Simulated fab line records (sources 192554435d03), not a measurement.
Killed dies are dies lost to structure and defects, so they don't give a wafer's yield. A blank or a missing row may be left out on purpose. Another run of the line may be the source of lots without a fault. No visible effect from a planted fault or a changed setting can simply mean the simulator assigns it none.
A lot that was struck, set against a sound lot + flow n5-finfet + 28 out of 1938 route steps
Sound: these wafers, L476.1, L476.2, L476.4. Wafers L477.3, L477.4, L477.6 were the ones struck. The cause comes at the end.
Per side, at each step with rows, come the tool, then ch with its chambers, and then its first start. Under that, the readings that differ: sound wafers + struck wafers + difference of the means + sigmas: that difference in standard deviations of wafers without a fault.
alike: same words and numbers on both sides, and readings whose means sit less than 2 such deviations apart. not compared: any withheld reading, any reading some wafer has no value for, any bound like >300 that may hide the same value, and any number with overlapping values for which the record gives no deviation.
The two part at a step that has a row with sigmas, a row that says differs or no value, or rows on one side only. Numbers that have no deviation but don't overlap get no sigmas and don't part them. A reading that every wafer of one side lacks parts them only if that side has two wafers or more.

first, 11 steps without rows for these wafers: N5_DUMMY_REMOVAL_STRIP_10 (strips in N2/H2, time 40 s); N5_DUMMY_REMOVAL_PRECLEAN_07 (cleans in dHF, time 30 s); N5_DUMMY_REMOVAL_DUMMY_REMOVE_02 (chemistry TMAH, target poly-Si, stops on SiO2, target depth 142 nm, time 57 s, rinse time 30 s); N5_DUMMY_REMOVAL_PRECLEAN_08 (cleans in NF3:NH3, afs cycles 2, time 20 s, sublimation time 60 s); N5_DUMMY_REMOVAL_PRECLEAN_04 (cleans in DHF, time 37 s); N5_DUMMY_REMOVAL_SRD_05 (time 30 s); N5_HKMG_FIN_IL_REGROW_00 (material SiO2, chemistry O3, target thk 0.75 nm, time 30 s); N5_HKMG_FIN_HK_ALD_01 (deposits HfO2, target thk 1.6 nm, pulse time 3 s, purge time 3 s); N5_HKMG_FIN_HK_ANNEAL_02 (time 30 s); N5_HKMG_FIN_ALD_74 (deposits La2O3, target thk 0.5 nm, pulse time 6 s, co reactant pulse time 1 s); N5_HKMG_FIN_ALD_75 (deposits Al2O3, target thk 1 nm, co reactant pulse time 1 s).
N5_HKMG_FIN_COAT_41: time 60 s, resist thk 300 nm.
  sound on litho-track-04 ch 0, day 7 05:23; struck on litho-track-04 ch 0, day 7 11:14
| reading                                   | sound                | struck               | difference | sigmas |
|-------------------------------------------|----------------------|----------------------|------------|--------|
| spin-speed-rpm (rpm)                      | 1499.4 1499.6 1499.1 | 1423.4 1420.9 1422.5 | -77.1      | -87    |
| model.SOC_of_HKMG_FIN_COAT_41.thk-nm (nm) | 300.2 300 301.2      | 308.6 307.8 307.8    | +7.6       |        |
  alike: heater-power-total-W, resist-line-temp-C
then, 13 steps without rows for these wafers: N5_HKMG_FIN_COAT_42 (time 60 s, resist thk 35 nm); N5_HKMG_FIN_COAT_43 (resist thk 90 nm); N5_HKMG_FIN_EBR_45; N5_HKMG_FIN_SOFTBAKE_44 (time 60 s); N5_HKMG_FIN_EXPOSE_46 (exposes mask NDIPOLE); N5_HKMG_FIN_PEB_47 (peb time 60 s); N5_HKMG_FIN_DEVELOP_48 (develop time 30 s); N5_HKMG_FIN_DESCUM_53 (chemistry O2, time 7.9 s); N5_HKMG_FIN_ETCH_54 (etches SiARC in CF4, target depth 45.5 nm, time 75.8 s); N5_HKMG_FIN_ETCH_55 (etches SOC in N2/H2, target depth 240 nm, time 300 s); N5_HKMG_FIN_STRIP_56 (strips in N2/H2); N5_HKMG_FIN_STRIP_57 (strips in CF4); N5_HKMG_FIN_ETCH_58 (etches SOC in N2/H2, target depth 215.8 nm, time 741 s).
N5_HKMG_FIN_STRIP_93: strips SOC in N2/H2, time 20 s.
  sound on rie-diel-02 ch 0,1,3, day 7 06:35; struck on rie-diel-04 ch 0,2, day 7 12:18
| reading                                   | sound          | struck         | difference | sigmas |
|-------------------------------------------|----------------|----------------|------------|--------|
| oes-product-au (a.u.)                     | 0.70 0.79 0.75 | 0.86 0.96 0.96 | +0.18      | +2     |
| model.SOC_of_HKMG_FIN_COAT_41.thk-nm (nm) | 75.8 70.8 70.6 | 86.2 83.2 84.8 | +12.3      |        |
  alike: drypump-motor-current-A, rf-vpp-V, showerhead-plenum-p-Torr, throttle-valve-pct
  not compared: rf-hours-counter-h
then, 1 step without rows for these wafers: N5_HKMG_FIN_WET_ETCH_76 (etches Al2O3 in dNH4OH, stops on La2O3, target depth 2.25 nm, rinse time 30 s).
-- the record jumps here: 5 days lie between the struck wafers' starts before and after (it left off in module HKMG_FIN and takes up again in module BEOL_M4, whose first step shown is number 1111 of the route) --
N5_BEOL_M4_RC_MEAS_101:
  sound on prober-01 ch 0, day 12 06:58; struck on prober-01 ch 0, day 12 16:32
  alike: DIBL_N, DIBL_P, IOFF_N, IOFF_P, ION_N, ION_P, SS_N, SS_P, VT_N, VT_P

## WHERE THEY PART
First at N5_HKMG_FIN_COAT_41; last, within this record, at N5_HKMG_FIN_STRIP_93. Later steps at which nothing parts them and some readings are alike: N5_BEOL_M4_RC_MEAS_101.

WHY: whatever the simulator had introduced
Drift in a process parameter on litho-track-04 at N5_HKMG_FIN_COAT_41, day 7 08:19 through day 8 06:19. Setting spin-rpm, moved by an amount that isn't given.
